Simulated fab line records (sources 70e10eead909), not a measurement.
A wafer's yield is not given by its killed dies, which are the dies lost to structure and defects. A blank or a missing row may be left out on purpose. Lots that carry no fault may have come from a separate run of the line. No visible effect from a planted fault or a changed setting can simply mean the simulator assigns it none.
Shared-tool check + flow nand_harc + 11 lots, 33 wafers sampled

WHY IT WAS OPENED
Flagged at NHARC_P_M1_CD_MEAS_09: reading cd_nm, on 2 of 11 lots. Fault-free wafers read 130.0 nm, with a standard deviation of 0.53.
Rule: a lot is flagged when every wafer of it that has a number lies more than 4 standard deviations from that mean, or none has a number. All remaining lots are regarded as sound.

| lot  | measured     | on        | cd_nm (nm), wafer by wafer | flag    |
|------|--------------|-----------|----------------------------|---------|
| L616 | day 6 06:54  | cd_sem-03 | 129.9 130.0 130.1          |         |
| L619 | day 7 14:29  | cd_sem-03 | 129.9 130.2 129.6          |         |
| L626 | day 10 17:57 | cd_sem-03 | 145.6 146.1 145.7          | FLAGGED |
| L627 | day 10 18:56 | cd_sem-02 | 129.9 130.0 129.2          |         |
| L628 | day 11 09:52 | cd_sem-01 | 143.2 143.9 143.3          | FLAGGED |
| L631 | day 12 10:49 | cd_sem-02 | 130.1 130.1 130.3          |         |
| L634 | day 13 17:25 | cd_sem-02 | 129.7 129.7 130.4          |         |
| L635 | day 14 00:42 | cd_sem-01 | 129.1 129.2 128.9          |         |
| L637 | day 15 09:08 | cd_sem-03 | 130.1 129.5 129.6          |         |
| L638 | day 15 13:43 | cd_sem-01 | 130.8 130.3 131.0          |         |
| L639 | day 15 20:07 | cd_sem-01 | 130.8 129.9 130.8          |         |
The mean of the flagged lots' numbers is 144.6 nm, +14.6 nm from the usual (+28 standard deviations).

TOOL THAT RAN EACH LOT
Before the reading, the record contains 2 process steps out of a 1302-step route. In each cell: the tool, then ch and the chambers that the sampled wafers went through, then the start.
| lot  | flag    | NHARC_P_M0_PVD_20                       | NHARC_P_M1_EXPOSE_06               |
|------|---------|-----------------------------------------|------------------------------------|
| L616 |         | pvd_sputter-02, day 6 06:46 or earlier  | arfi_scanner-02 ch 0, day 6 06:46  |
| L619 |         | pvd_sputter-03, day 7 14:22 or earlier  | arfi_scanner-03 ch 0, day 7 14:22  |
| L626 | FLAGGED | pvd_sputter-03, day 10 17:49 or earlier | arfi_scanner-03 ch 0, day 10 17:49 |
| L627 |         | pvd_sputter-02, day 10 18:48 or earlier | arfi_scanner-01 ch 0, day 10 18:48 |
| L628 | FLAGGED | pvd_sputter-02, day 11 09:43 or earlier | arfi_scanner-03 ch 0, day 11 09:43 |
| L631 |         | pvd_sputter-03, day 12 10:41 or earlier | arfi_scanner-01 ch 0, day 12 10:41 |
| L634 |         | pvd_sputter-02, day 13 17:17 or earlier | arfi_scanner-01 ch 0, day 13 17:17 |
| L635 |         | pvd_sputter-03, day 14 00:34 or earlier | arfi_scanner-01 ch 0, day 14 00:34 |
| L637 |         | pvd_sputter-01, day 15 09:00 or earlier | arfi_scanner-02 ch 0, day 15 09:00 |
| L638 |         | pvd_sputter-01, day 15 13:35 or earlier | arfi_scanner-02 ch 0, day 15 13:35 |
| L639 |         | pvd_sputter-02, day 15 19:59 or earlier | arfi_scanner-02 ch 0, day 15 19:59 |
What these steps do:
- NHARC_P_M0_PVD_20: deposits TaN, target thk 5 nm, time 8.06 s.
- NHARC_P_M1_EXPOSE_06: exposes mask P M1, target cd 130 nm.
- NHARC_P_M1_CD_MEAS_09: target cd 130 nm.

FLAGGED OVER TOTAL, TOOL BY TOOL (the gauges that took the reading come last)
| step                  | tool            | lots run | flagged | share of the flagged lots | sound lots run after its first flagged lot |
|-----------------------|-----------------|----------|---------|---------------------------|--------------------------------------------|
| NHARC_P_M0_PVD_20     | pvd_sputter-01  | 2        | 0       | none                      | -                                          |
| NHARC_P_M0_PVD_20     | pvd_sputter-02  | 5        | 1       | some                      | 2 (L634,L639)                              |
| NHARC_P_M0_PVD_20     | pvd_sputter-03  | 4        | 1       | some                      | 2 (L631,L635)                              |
| NHARC_P_M1_EXPOSE_06  | arfi_scanner-01 | 4        | 0       | none                      | -                                          |
| NHARC_P_M1_EXPOSE_06  | arfi_scanner-02 | 4        | 0       | none                      | -                                          |
| NHARC_P_M1_EXPOSE_06  | arfi_scanner-03 | 3        | 2       | all                       | 0                                          |
| NHARC_P_M1_CD_MEAS_09 | cd_sem-01       | 4        | 1       | some                      | 3 (L635,L638,L639)                         |
| NHARC_P_M1_CD_MEAS_09 | cd_sem-02       | 3        | 0       | none                      | -                                          |
| NHARC_P_M1_CD_MEAS_09 | cd_sem-03       | 4        | 1       | some                      | 1 (L637)                                   |
NHARC_P_M0_PVD_20: start missing for some lots; hours and lot order therefore follow NHARC_P_M1_EXPOSE_06.

WHAT THE TABLE ALLOWS
All flagged lots share 1 row of the table, namely arfi_scanner-03 at NHARC_P_M1_EXPOSE_06.
- arfi_scanner-03 at NHARC_P_M1_EXPOSE_06: 2 of its 3 lots flagged. Last sound lot L619 at day 7 14:22, first flagged lot L626 at day 10 17:49; a fault beginning in between fits. Its own readings (exposure_dose_mJ_cm2) fall more than 4 standard deviations out on all wafers of the flagged lots.
What remains is a single tool, arfi_scanner-03 at NHARC_P_M1_EXPOSE_06.

WHAT THE SIMULATOR HAD PUT IN
Process parameter drift: arfi_scanner-03, from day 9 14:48 on, at NHARC_P_M1_EXPOSE_06. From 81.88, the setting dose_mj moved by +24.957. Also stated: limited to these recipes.
Shown lots that were struck: L626, L628. The same result came from the rule above.
